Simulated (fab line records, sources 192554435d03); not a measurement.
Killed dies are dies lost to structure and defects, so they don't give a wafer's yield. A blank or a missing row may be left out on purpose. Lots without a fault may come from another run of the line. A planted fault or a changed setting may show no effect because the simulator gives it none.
Chamber matching | flow n5_finfet | N5_BEOL_M0_SAQP_ETCH_84 on rie_diel-02: 4 sister chambers
The step etches SOC in N2/H2, target depth 100 nm, overetch 20 nm, time 150 s. 14 wafers are shown with their chamber, then 7 later ones without.

WAFERS WITH THEIR CHAMBER
wafer  | chamber | drypump_motor_current_A (A) | showerhead_plenum_p_Torr (Torr) | throttle_valve_pct (%)
L077.2 | 3       | 4.9                         | 2.62                            | 17.89
L077.3 | 1       | 5.8                         | 2.51                            | 18.19
L077.4 | 2       | 5.1                         | 2.47                            | 17.78
L079.1 | 2       | 5.0                         | 2.47                            | 17.79
L079.4 | 1       | 5.8                         | 2.51                            | 18.21
L079.6 | 3       | 4.9                         | 2.61                            | 17.89
L080.3 | 0       | 6.1                         | 2.67                            | 17.58
L080.4 | 2       | 5.0                         | 2.47                            | 17.77
L080.5 | 2       | 5.0                         | 2.47                            | 17.79
L086.1 | 1       | 5.8                         | 2.50                            | 18.24
L086.5 | 1       | 5.8                         | 2.50                            | 18.22
L086.6 | 2       | 5.1                         | 2.47                            | 17.81
L087.1 | 0       | 6.1                         | 2.66                            | 17.61
L087.2 | 1       | 5.7                         | 2.50                            | 18.25

SIGNATURES (means of the wafers above)
reading                  | chamber 0 | chamber 1 | chamber 2 | chamber 3 | scatter within a chamber
drypump_motor_current_A  | 6.100     | 5.780     | 5.040     | 4.900     | 0.0447
showerhead_plenum_p_Torr | 2.6650    | 2.5040    | 2.4700    | 2.6150    | 0.00469
throttle_valve_pct       | 17.5950   | 18.2220   | 17.7880   | 17.8900   | 0.019
Rule: a wafer's distance from a chamber is the root of the sum, over the readings, of the square of ((its reading less the chamber's mean) divided by the reading's scatter). The wafer belongs to the nearest chamber; if the next one is less than 2 further off, it can't be placed. The scatter: the root of (the sum of the squares of (reading less its chamber's mean) over the shown wafers, divided by (wafers less chambers)).

WAFERS WITHOUT THEIR CHAMBER
wafer  | drypump_motor_current_A (A) | showerhead_plenum_p_Torr (Torr) | throttle_valve_pct (%)
L087.3 | 4.9                         | 2.61                            | 17.95
L088.2 | 6.1                         | 2.66                            | 17.61
L088.5 | 5.1                         | 2.46                            | 17.81
L088.6 | 4.9                         | 2.61                            | 17.91
L094.1 | 6.1                         | 2.65                            | 17.63
L094.3 | 5.1                         | 2.46                            | 17.82
L094.4 | 4.9                         | 2.60                            | 17.94

WHICH CHAMBER EACH WENT THROUGH
wafer  | from the rows above | in truth
L087.3 | 3                   | 3
L088.2 | 0                   | 0
L088.5 | 2                   | 2
L088.6 | 3                   | 3
L094.1 | 0                   | 0
L094.3 | 2                   | 2
L094.4 | 3                   | 3
Placed correctly: 7 of 7. Can't be placed from these rows: 0. Placed wrongly: 0.
